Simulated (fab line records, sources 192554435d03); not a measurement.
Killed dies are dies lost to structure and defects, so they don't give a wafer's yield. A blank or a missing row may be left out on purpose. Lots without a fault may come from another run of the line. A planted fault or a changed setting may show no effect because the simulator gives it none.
Chamber matching | flow n5_finfet | N5_BEOL_M12_ETCH_67 on rie_diel-04: 4 sister chambers
The step etches SiARC in CF4, target depth 143 nm, time 238.3 s. 8 wafers are shown with their chamber, then 10 later ones without.

WAFERS WITH THEIR CHAMBER
wafer  | chamber | showerhead_plenum_p_Torr (Torr) | throttle_valve_pct (%)
L087.2 | 0       | 2.11                            | 15.97
L090.3 | 1       | 2.15                            | 15.74
L090.5 | 2       | 2.10                            | 15.17
L091.2 | 2       | 2.09                            | 15.22
L091.3 | 3       | 2.18                            | 15.25
L091.4 | 0       | 2.11                            | 16.01
L092.1 | 1       | 2.15                            | 15.79
L092.2 | 3       | 2.18                            | 15.25

WAFERS WITHOUT THEIR CHAMBER
wafer  | showerhead_plenum_p_Torr (Torr) | throttle_valve_pct (%)
L092.5 | 2.11                            | 16.02
L095.1 | 2.10                            | 16.02
L095.3 | 2.15                            | 15.79
L095.4 | 2.15                            | 15.78
L096.1 | 2.15                            | 15.79
L096.2 | 2.10                            | 16.01
L096.3 | 2.09                            | 15.22
L097.1 | 2.10                            | 16.04
L097.4 | 2.14                            | 15.80
L097.5 | 2.09                            | 15.24

WHICH CHAMBER EACH WENT THROUGH
wafer  | from the rows above | in truth
L092.5 | 0                   | 0
L095.1 | 0                   | 0
L095.3 | 1                   | 1
L095.4 | 1                   | 1
L096.1 | 1                   | 1
L096.2 | 0                   | 0
L096.3 | 2                   | 2
L097.1 | 0                   | 0
L097.4 | 1                   | 1
L097.5 | 2                   | 2
Placed correctly: 10 of 10. Can't be placed from these rows: 0. Placed wrongly: 0.
How it was worked out, from the rows above alone: a wafer's distance from a chamber is the root of the sum, over the readings, of the square of ((its reading less the chamber's mean) divided by the reading's scatter). The wafer belongs to the nearest chamber; if the next one is less than 2 further off, it can't be placed. A chamber's mean is the mean of its shown wafers. The scatter: the root of (the sum of the squares of (reading less its chamber's mean) over the shown wafers, divided by (wafers less chambers)).
